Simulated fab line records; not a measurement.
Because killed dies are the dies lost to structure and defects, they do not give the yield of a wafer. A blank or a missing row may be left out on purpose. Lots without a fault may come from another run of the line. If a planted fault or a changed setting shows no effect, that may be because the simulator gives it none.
Split-lot trial || flow n5_finfet || 39 wafers read from 7 lots, route of 1938 steps

== ABOUT THE SPLIT ==
At N5_ZERO_LAYER_PECVD_02 (deposits SiO2 from SiH4/N2O, target thk 10 nm, time 6 s), the setting time_s was moved away from the recipe's 6 s on 18 of the 39 wafers read, by -31.8% to +47.2%. All remaining wafers had this setting at the recipe value.

The split's own step is where the reading is taken.

== THE READING ==
SiO2_of_ZERO_LAYER_PECVD_02.thk_nm (the simulator's own value, which no gauge read), in nm, at N5_ZERO_LAYER_PECVD_02 (deposits SiO2 from SiH4/N2O, target thk 10 nm, time 6 s). No usual value for it is given in the file. Across the 21 wafers here that went through the recipe, the average is 10.018 nm and the standard deviation 0.18 nm.

{"wafer": "L075.1", "tool, chamber at the split": "pecvd-01, 0", "time_s as run, s": 5.023, "against the recipe": "-16.3%", "SiO2_of_ZERO_LAYER_PECVD_02.thk_nm, nm": 8.024, "against lot-mates on the recipe": -1.981}
{"wafer": "L075.2", "tool, chamber at the split": "pecvd-01, 2", "time_s as run, s": 6, "against the recipe": "recipe", "SiO2_of_ZERO_LAYER_PECVD_02.thk_nm, nm": 9.945, "against lot-mates on the recipe": "-"}
{"wafer": "L075.3", "tool, chamber at the split": "pecvd-01, 2", "time_s as run, s": 5.023, "against the recipe": "-16.3%", "SiO2_of_ZERO_LAYER_PECVD_02.thk_nm, nm": 8.516, "against lot-mates on the recipe": -1.489}
{"wafer": "L075.4", "tool, chamber at the split": "pecvd-01, 0", "time_s as run, s": 6, "against the recipe": "recipe", "SiO2_of_ZERO_LAYER_PECVD_02.thk_nm, nm": 9.87, "against lot-mates on the recipe": "-"}
{"wafer": "L075.5", "tool, chamber at the split": "pecvd-01, 2", "time_s as run, s": 6, "against the recipe": "recipe", "SiO2_of_ZERO_LAYER_PECVD_02.thk_nm, nm": 10.2, "against lot-mates on the recipe": "-"}
{"wafer": "L075.6", "tool, chamber at the split": "pecvd-01, 0", "time_s as run, s": 5.023, "against the recipe": "-16.3%", "SiO2_of_ZERO_LAYER_PECVD_02.thk_nm, nm": 8.193, "against lot-mates on the recipe": -1.812}
{"wafer": "L079.1", "tool, chamber at the split": "pecvd-04, 1", "time_s as run, s": 6, "against the recipe": "recipe", "SiO2_of_ZERO_LAYER_PECVD_02.thk_nm, nm": 9.965, "against lot-mates on the recipe": "-"}
{"wafer": "L079.2", "tool, chamber at the split": "pecvd-04, 0", "time_s as run, s": 8.76, "against the recipe": "+46.0%", "SiO2_of_ZERO_LAYER_PECVD_02.thk_nm, nm": 14.86, "against lot-mates on the recipe": "+4.692"}
{"wafer": "L079.3", "tool, chamber at the split": "pecvd-04, 2", "time_s as run, s": 8.76, "against the recipe": "+46.0%", "SiO2_of_ZERO_LAYER_PECVD_02.thk_nm, nm": 14.51, "against lot-mates on the recipe": "+4.342"}
{"wafer": "L079.4", "tool, chamber at the split": "pecvd-04, 0", "time_s as run, s": 6, "against the recipe": "recipe", "SiO2_of_ZERO_LAYER_PECVD_02.thk_nm, nm": 10.28, "against lot-mates on the recipe": "-"}
{"wafer": "L079.5", "tool, chamber at the split": "pecvd-04, 1", "time_s as run, s": 6, "against the recipe": "recipe", "SiO2_of_ZERO_LAYER_PECVD_02.thk_nm, nm": 10.26, "against lot-mates on the recipe": "-"}
{"wafer": "L079.6", "tool, chamber at the split": "pecvd-04, 2", "time_s as run, s": 8.76, "against the recipe": "+46.0%", "SiO2_of_ZERO_LAYER_PECVD_02.thk_nm, nm": 14.97, "against lot-mates on the recipe": "+4.802"}
{"wafer": "L082.1", "tool, chamber at the split": "pecvd-01, 2", "time_s as run, s": 6, "against the recipe": "recipe", "SiO2_of_ZERO_LAYER_PECVD_02.thk_nm, nm": 9.957, "against lot-mates on the recipe": "-"}
{"wafer": "L082.2", "tool, chamber at the split": "pecvd-01, 1", "time_s as run, s": 7.815, "against the recipe": "+30.2%", "SiO2_of_ZERO_LAYER_PECVD_02.thk_nm, nm": 12.97, "against lot-mates on the recipe": "+2.891"}
{"wafer": "L082.3", "tool, chamber at the split": "pecvd-01, 0", "time_s as run, s": 7.815, "against the recipe": "+30.2%", "SiO2_of_ZERO_LAYER_PECVD_02.thk_nm, nm": 12.96, "against lot-mates on the recipe": "+2.881"}
{"wafer": "L082.4", "tool, chamber at the split": "pecvd-01, 0", "time_s as run, s": 6, "against the recipe": "recipe", "SiO2_of_ZERO_LAYER_PECVD_02.thk_nm, nm": 10.15, "against lot-mates on the recipe": "-"}
{"wafer": "L082.5", "tool, chamber at the split": "pecvd-01, 1", "time_s as run, s": 7.815, "against the recipe": "+30.2%", "SiO2_of_ZERO_LAYER_PECVD_02.thk_nm, nm": 13.08, "against lot-mates on the recipe": "+3.001"}
{"wafer": "L082.6", "tool, chamber at the split": "pecvd-01, 2", "time_s as run, s": 6, "against the recipe": "recipe", "SiO2_of_ZERO_LAYER_PECVD_02.thk_nm, nm": 10.13, "against lot-mates on the recipe": "-"}
{"wafer": "L087.1", "tool, chamber at the split": "pecvd-01, 0", "time_s as run, s": 7.911, "against the recipe": "+31.9%", "SiO2_of_ZERO_LAYER_PECVD_02.thk_nm, nm": 13.21, "against lot-mates on the recipe": "+3.265"}
{"wafer": "L087.2", "tool, chamber at the split": "pecvd-01, 2", "time_s as run, s": 7.911, "against the recipe": "+31.9%", "SiO2_of_ZERO_LAYER_PECVD_02.thk_nm, nm": 13.09, "against lot-mates on the recipe": "+3.145"}
{"wafer": "L087.3", "tool, chamber at the split": "pecvd-01, 1", "time_s as run, s": 6, "against the recipe": "recipe", "SiO2_of_ZERO_LAYER_PECVD_02.thk_nm, nm": 9.857, "against lot-mates on the recipe": "-"}
{"wafer": "L087.4", "tool, chamber at the split": "pecvd-01, 0", "time_s as run, s": 7.911, "against the recipe": "+31.9%", "SiO2_of_ZERO_LAYER_PECVD_02.thk_nm, nm": 13.19, "against lot-mates on the recipe": "+3.245"}
{"wafer": "L087.5", "tool, chamber at the split": "pecvd-01, 2", "time_s as run, s": 6, "against the recipe": "recipe", "SiO2_of_ZERO_LAYER_PECVD_02.thk_nm, nm": 10.13, "against lot-mates on the recipe": "-"}
{"wafer": "L087.6", "tool, chamber at the split": "pecvd-01, 1", "time_s as run, s": 6, "against the recipe": "recipe", "SiO2_of_ZERO_LAYER_PECVD_02.thk_nm, nm": 9.847, "against lot-mates on the recipe": "-"}
{"wafer": "L094.1", "tool, chamber at the split": "pecvd-01, 1", "time_s as run, s": 6, "against the recipe": "recipe", "SiO2_of_ZERO_LAYER_PECVD_02.thk_nm, nm": 9.844, "against lot-mates on the recipe": "-"}
{"wafer": "L094.3", "tool, chamber at the split": "pecvd-01, 0", "time_s as run, s": 6, "against the recipe": "recipe", "SiO2_of_ZERO_LAYER_PECVD_02.thk_nm, nm": 10.35, "against lot-mates on the recipe": "-"}
{"wafer": "L094.6", "tool, chamber at the split": "pecvd-01, 0", "time_s as run, s": 6, "against the recipe": "recipe", "SiO2_of_ZERO_LAYER_PECVD_02.thk_nm, nm": 10.08, "against lot-mates on the recipe": "-"}
{"wafer": "L095.1", "tool, chamber at the split": "pecvd-04, 0", "time_s as run, s": 6, "against the recipe": "recipe", "SiO2_of_ZERO_LAYER_PECVD_02.thk_nm, nm": 9.889, "against lot-mates on the recipe": "-"}
{"wafer": "L095.2", "tool, chamber at the split": "pecvd-04, 1", "time_s as run, s": 8.834, "against the recipe": "+47.2%", "SiO2_of_ZERO_LAYER_PECVD_02.thk_nm, nm": 14.59, "against lot-mates on the recipe": "+4.544"}
{"wafer": "L095.3", "tool, chamber at the split": "pecvd-04, 2", "time_s as run, s": 8.834, "against the recipe": "+47.2%", "SiO2_of_ZERO_LAYER_PECVD_02.thk_nm, nm": 14.82, "against lot-mates on the recipe": "+4.774"}
{"wafer": "L095.4", "tool, chamber at the split": "pecvd-04, 2", "time_s as run, s": 6, "against the recipe": "recipe", "SiO2_of_ZERO_LAYER_PECVD_02.thk_nm, nm": 10.26, "against lot-mates on the recipe": "-"}
{"wafer": "L095.5", "tool, chamber at the split": "pecvd-04, 1", "time_s as run, s": 8.834, "against the recipe": "+47.2%", "SiO2_of_ZERO_LAYER_PECVD_02.thk_nm, nm": 14.87, "against lot-mates on the recipe": "+4.824"}
{"wafer": "L095.6", "tool, chamber at the split": "pecvd-04, 0", "time_s as run, s": 6, "against the recipe": "recipe", "SiO2_of_ZERO_LAYER_PECVD_02.thk_nm, nm": 9.99, "against lot-mates on the recipe": "-"}
{"wafer": "L096.1", "tool, chamber at the split": "pecvd-03, 0", "time_s as run, s": 4.095, "against the recipe": "-31.8%", "SiO2_of_ZERO_LAYER_PECVD_02.thk_nm, nm": 6.58, "against lot-mates on the recipe": -3.214}
{"wafer": "L096.2", "tool, chamber at the split": "pecvd-03, 2", "time_s as run, s": 6, "against the recipe": "recipe", "SiO2_of_ZERO_LAYER_PECVD_02.thk_nm, nm": 9.832, "against lot-mates on the recipe": "-"}
{"wafer": "L096.3", "tool, chamber at the split": "pecvd-03, 1", "time_s as run, s": 6, "against the recipe": "recipe", "SiO2_of_ZERO_LAYER_PECVD_02.thk_nm, nm": 9.612, "against lot-mates on the recipe": "-"}
{"wafer": "L096.4", "tool, chamber at the split": "pecvd-03, 0", "time_s as run, s": 4.095, "against the recipe": "-31.8%", "SiO2_of_ZERO_LAYER_PECVD_02.thk_nm, nm": 6.69, "against lot-mates on the recipe": -3.104}
{"wafer": "L096.5", "tool, chamber at the split": "pecvd-03, 1", "time_s as run, s": 6, "against the recipe": "recipe", "SiO2_of_ZERO_LAYER_PECVD_02.thk_nm, nm": 9.939, "against lot-mates on the recipe": "-"}
{"wafer": "L096.6", "tool, chamber at the split": "pecvd-03, 2", "time_s as run, s": 4.095, "against the recipe": "-31.8%", "SiO2_of_ZERO_LAYER_PECVD_02.thk_nm, nm": 6.691, "against lot-mates on the recipe": -3.103}

FIT RESULTS
A straight line over all 39 wafers: SiO2_of_ZERO_LAYER_PECVD_02.thk_nm changes by +0.102 nm for each +1% of time_s; r = +1.00; the points scatter about the line by 0.18 nm.
The same after taking each lot's own level away (the mean of its wafers on the recipe; 39 wafers): +0.1 nm for each +1%; r = +1.00; scatter 0.15 nm.
Per that fit: largest time_s move, reading shift of 4.7 nm.
From 9.7943 to 10.1683 nm: that is the span of the lots' own levels, equal to 2.0 times the standard deviation above.
Hence the lot-to-lot level has little effect on the slope; both slopes agree.
Check: with one of the wafers moved furthest among these (+47.2%) left out of the fit, the line predicts +4.73 nm for it against its lot-mates. Against them it came out at +4.54 nm.

== THE FILE'S OWN FIT ==
SiO2_of_ZERO_LAYER_PECVD_02.thk_nm changes by +0.0999 nm for each +1% of time_s, r = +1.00.
